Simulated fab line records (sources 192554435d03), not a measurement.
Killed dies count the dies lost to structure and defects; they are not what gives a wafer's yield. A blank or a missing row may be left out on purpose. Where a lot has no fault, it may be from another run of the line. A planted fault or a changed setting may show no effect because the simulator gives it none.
Chamber matching -- flow n5_finfet -- N5_BEOL_M10_ALD_74 on ald_metal-03: 4 sister chambers
The step deposits TaN, target thk 2 nm, pulse time 2 s, purge time 3 s. 8 wafers are shown with their chamber, then 10 later ones without.

== EACH WAFER AND ITS CHAMBER ==
wafer,chamber,heater_power_w (W)
L074.2,3,315
L086.1,3,320
L091.5,2,421
L092.1,0,374
L092.4,1,447
L092.6,2,418
L093.1,0,385
L093.4,1,448

== WAFERS WITHOUT THEIR CHAMBER ==
wafer,heater_power_w (W)
L093.5,439
L095.1,419
L095.3,323
L095.4,372
L094.2,438
L094.3,322
L094.4,431
L097.1,370
L097.4,420
L097.5,318

== EACH ONE'S CHAMBER ==
wafer,from the rows above,in truth
L093.5,1,1
L095.1,2,2
L095.3,3,3
L095.4,0,0
L094.2,1,1
L094.3,3,3
L094.4,can't be placed: 2 or 1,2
L097.1,0,0
L097.4,2,2
L097.5,3,3
Placed correctly: 9 of 10. Not placeable from these rows: 1 (in 1, the candidates include the true chamber). 0 placed wrongly.
How it was worked out, from the rows above alone: a wafer's distance from a chamber is the root of the sum, over the readings, of the square of ((its reading less the chamber's mean) divided by the reading's scatter). If the next closest chamber is less than 2 further off than the closest, the wafer can't be placed; otherwise it belongs to the closest. For every chamber, the mean is computed from those of its wafers that are shown. How the scatter is found: for the shown wafers, subtract from each reading the mean of its chamber, square and add these, divide the total by (wafers less chambers), then take the root.
